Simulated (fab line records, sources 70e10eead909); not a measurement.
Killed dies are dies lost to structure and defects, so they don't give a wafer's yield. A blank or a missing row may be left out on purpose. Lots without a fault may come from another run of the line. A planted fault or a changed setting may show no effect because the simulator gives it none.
A struck lot beside a sound one | flow nand_harc | 15 steps out of a route of 1159
Sound: wafers L636.3, L636.4, L636.6. Struck: wafer L633.3. (L633.2 of the same lot was not struck and is left out.) The cause comes at the end.
At each step with rows: each side's tool, then ch and its chambers, then its first start. Under that, the readings that differ: sound wafers | struck wafers | difference of the means | sigmas: that difference in standard deviations of wafers without a fault.
alike: readings whose means differ by less than 2 such deviations, and words and numbers that are the same on both sides. not compared: withheld readings, readings that some wafer has no value for, bounds like >300 that may hide the same value, and numbers for which the record gives no deviation and whose values overlap.
The two part at a step that has a row with sigmas, a row that says differs or no value, or rows on one side only. Numbers that don't overlap but have no deviation are shown without sigmas and don't part them. A reading that every wafer of one side lacks parts them only if that side has two wafers or more.

first, 1 step without rows for these wafers: NHARC_A_ONON_D1_DEP_06 (target thk 1000 nm).
NHARC_A_ONON_D1_THK_MEAS_08: measures by ellipsometry.
  sound on film_metro-02, day 11 08:28; struck on film_metro-01, day 10 22:34
  reading     | sound       | struck | difference | sigmas
  thk_nm (nm) | 987 983 984 | 1010   | +25        | +2
then, 1 step without rows for these wafers: NHARC_A_ONON_D1_DEP_09 (target thk 1000 nm).
NHARC_A_ONON_D1_THK_MEAS_11: measures by ellipsometry.
  sound on film_metro-01, day 11 09:01; struck on film_metro-02, day 10 23:08
  alike: thk_nm
then, 1 step without rows for these wafers: NHARC_A_ONON_D1_DEP_12 (target thk 1000 nm).
NHARC_A_ONON_D1_THK_MEAS_14: measures by ellipsometry.
  sound on film_metro-01, day 11 09:35; struck on film_metro-01, day 10 23:46
  alike: thk_nm
then, 2 steps without rows for these wafers: NHARC_A_ONON_D1_ANNEAL_15 (time 3600 s); NHARC_A_ONON_D1_DEP_16 (target thk 1000 nm).
NHARC_A_ONON_D1_THK_MEAS_18: measures by ellipsometry.
  sound on film_metro-01, day 11 18:28; struck on film_metro-02, day 11 08:00
  reading     | sound       | struck | difference | sigmas
  thk_nm (nm) | 993 989 989 | 1019   | +29        | +3
then, 1 step without rows for these wafers: NHARC_A_ONON_D1_DEP_19 (target thk 1000 nm).
NHARC_A_ONON_D1_THK_MEAS_21: measures by ellipsometry.
  sound on film_metro-01, day 11 19:02; struck on film_metro-01, day 11 08:34
  alike: thk_nm
NHARC_A_ONON_D1_DEP_22: target thk 1000 nm.
  sound on pecvd_onon-02 ch 0, day 11 19:13; struck on pecvd_onon-03 ch 0, day 11 08:41
NHARC_A_ONON_D1_THK_MEAS_24: measures by ellipsometry.
  sound on film_metro-02, day 11 19:37; struck on film_metro-02, day 11 09:07
  reading     | sound          | struck | difference | sigmas
  thk_nm (nm) | 1011 1011 1010 | 1457   | +446       | +53
then, 1 step without rows for these wafers: NHARC_A_ONON_D1_DEP_25 (target thk 1000 nm).
-- the record jumps here: 13 days lie between the struck wafers' starts before and after (it left off in module A_ONON_D1 and takes up again in module END, whose first step shown is number 1159 of the route) --
NHARC_END_SORT_01:
  the record has rows for the struck wafers here (prober-02 ch 0, day 24 17:35) and none for the sound ones

WHERE THEY PART
First at NHARC_A_ONON_D1_THK_MEAS_08; last, within this record, at NHARC_END_SORT_01.

WHY: what the simulator had put in
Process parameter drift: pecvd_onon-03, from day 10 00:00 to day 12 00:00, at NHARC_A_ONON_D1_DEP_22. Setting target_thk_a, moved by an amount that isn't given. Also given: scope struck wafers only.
